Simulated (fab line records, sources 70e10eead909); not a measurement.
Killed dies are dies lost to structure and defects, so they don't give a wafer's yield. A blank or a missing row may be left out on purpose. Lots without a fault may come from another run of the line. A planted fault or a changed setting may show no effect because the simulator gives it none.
Which tool did it? | flow nand_harc | 12 lots, 36 wafers sampled, at 1 step of a route of 1302

WHAT THE GAUGES READ, wafer by wafer
NHARC_P_START_INSPECT_01.
lot  | measured     | on                | raw_defect_count
L075 | day 2 06:02  | defect_inspect-02 | 1 2 3
L077 | day 3 02:02  | defect_inspect-02 | 7 4 3
L079 | day 3 22:02  | defect_inspect-02 | 2 2 3
L081 | day 4 18:02  | defect_inspect-01 | 3 1 3
L083 | day 5 14:02  | defect_inspect-01 | 4 2 4
L085 | day 6 10:02  | defect_inspect-01 | 4 3 2
L087 | day 7 06:02  | defect_inspect-01 | 1 5 6
L089 | day 8 02:02  | defect_inspect-01 | 5 3 2
L091 | day 8 22:02  | defect_inspect-01 | 3 3 0
L093 | day 9 18:02  | defect_inspect-01 | 6 7 1
L095 | day 10 14:02 | defect_inspect-01 | 3 4 2
L097 | day 11 10:02 | defect_inspect-02 | 4 3 2

WHICH TOOL RAN EACH LOT (tool, then ch and the chambers of the sampled wafers, then the start)
The record holds no process step before these readings.

THE ANSWER, worked out from the rows above alone
Rule: what is usual is taken from the lots themselves. Put in order of their means at a reading, lots are off if they are a third of the lots or fewer, leave a main group of 4 or more, and stand apart from it by a gap of 3 or more times the standard deviation of the main group's means; of several such gaps the widest counts. A main group whose means are all the same, to the digits that the tables above print for the reading, isn't used. A lot without any number at a reading at which 4 lots or more have one is off too. The other lots that the step has rows for count as sound.
No lot is off at any reading shown: from this, nothing can be told.

WHAT THE SIMULATOR HAD PUT IN
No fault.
